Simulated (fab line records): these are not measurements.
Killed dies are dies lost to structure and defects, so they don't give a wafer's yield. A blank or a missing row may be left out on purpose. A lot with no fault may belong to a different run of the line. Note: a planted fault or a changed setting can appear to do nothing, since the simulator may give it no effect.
Matching of chambers | flow nand harc | 4 sister chambers for NHARC_P_BONDPAD_ACTIVATE_29 on rie diel-06
The step chemistry N2, time 60 s. 16 wafers are shown with their chamber, then 8 later ones without.

WAFERS WITH THEIR CHAMBER
wafer  | chamber | showerhead plenum p Torr (Torr) | drypump motor current A (A) | oes product au (a.u.)
L078.1 | 0       | 1.66                            | 5.6                         | 0.987
L078.2 | 1       | 1.77                            | 5.9                         | 1.001
L078.3 | 2       | 1.84                            | 5.2                         | 0.990
L078.4 | 2       | 1.84                            | 5.2                         | 1.001
L078.5 | 1       | 1.77                            | 5.9                         | 1.003
L078.6 | 0       | 1.67                            | 5.6                         | 0.988
L079.1 | 1       | 1.77                            | 5.9                         | 0.994
L079.2 | 2       | 1.84                            | 5.2                         | 0.986
L079.3 | 0       | 1.66                            | 5.6                         | 0.994
L079.4 | 1       | 1.77                            | 6.0                         | 0.987
L079.5 | 0       | 1.67                            | 5.6                         | 0.997
L079.6 | 2       | 1.84                            | 5.2                         | 0.991
L081.1 | 3       | 1.69                            | 6.1                         | 1.005
L081.2 | 0       | 1.66                            | 5.6                         | 0.991
L081.3 | 2       | 1.84                            | 5.2                         | 1.007
L081.4 | 1       | 1.77                            | 6.0                         | 0.999

SIGNATURES, as means of the wafers listed above
reading                  | chamber 0 | chamber 1 | chamber 2 | chamber 3 | scatter within a chamber
showerhead plenum p Torr | 1.6640    | 1.7700    | 1.8400    | 1.6900    | 0.00316
drypump motor current A  | 5.600     | 5.940     | 5.200     | 6.100     | 0.0316
oes product au           | 0.99140   | 0.99680   | 0.99500   | 1.00500   | 0.00668
Rule: for each reading, subtract the chamber's mean from the wafer's reading, divide by that reading's scatter and square the result; add these up over the readings and take the root, which gives the wafer's distance from the chamber. If the next closest chamber is less than 2 further off than the closest, the wafer can't be placed; otherwise it belongs to the closest. The scatter is the square root of a quotient: the sum, over the shown wafers, of each reading's squared deviation from its chamber's mean, divided by wafers minus chambers.

WAFERS WITH NO CHAMBER GIVEN
wafer  | showerhead plenum p Torr (Torr) | drypump motor current A (A) | oes product au (a.u.)
L081.5 | 1.69                            | 6.1                         | 1.006
L081.6 | 1.84                            | 5.2                         | 0.998
L082.1 | 1.84                            | 5.2                         | 1.003
L082.2 | 1.69                            | 6.0                         | 1.005
L082.3 | 1.66                            | 5.6                         | 1.003
L082.4 | 1.77                            | 5.9                         | 0.997
L082.5 | 1.66                            | 5.6                         | 1.008
L082.6 | 1.69                            | 6.0                         | 1.011

CHAMBER TAKEN BY EACH
wafer  | from the rows above | in truth
L081.5 | 3                   | 3
L081.6 | 2                   | 2
L082.1 | 2                   | 2
L082.2 | 3                   | 3
L082.3 | 0                   | 0
L082.4 | 1                   | 1
L082.5 | 0                   | 0
L082.6 | 3                   | 3
Correctly placed: 8 of 8. Number that these rows cannot place: 0. 0 placed wrongly.
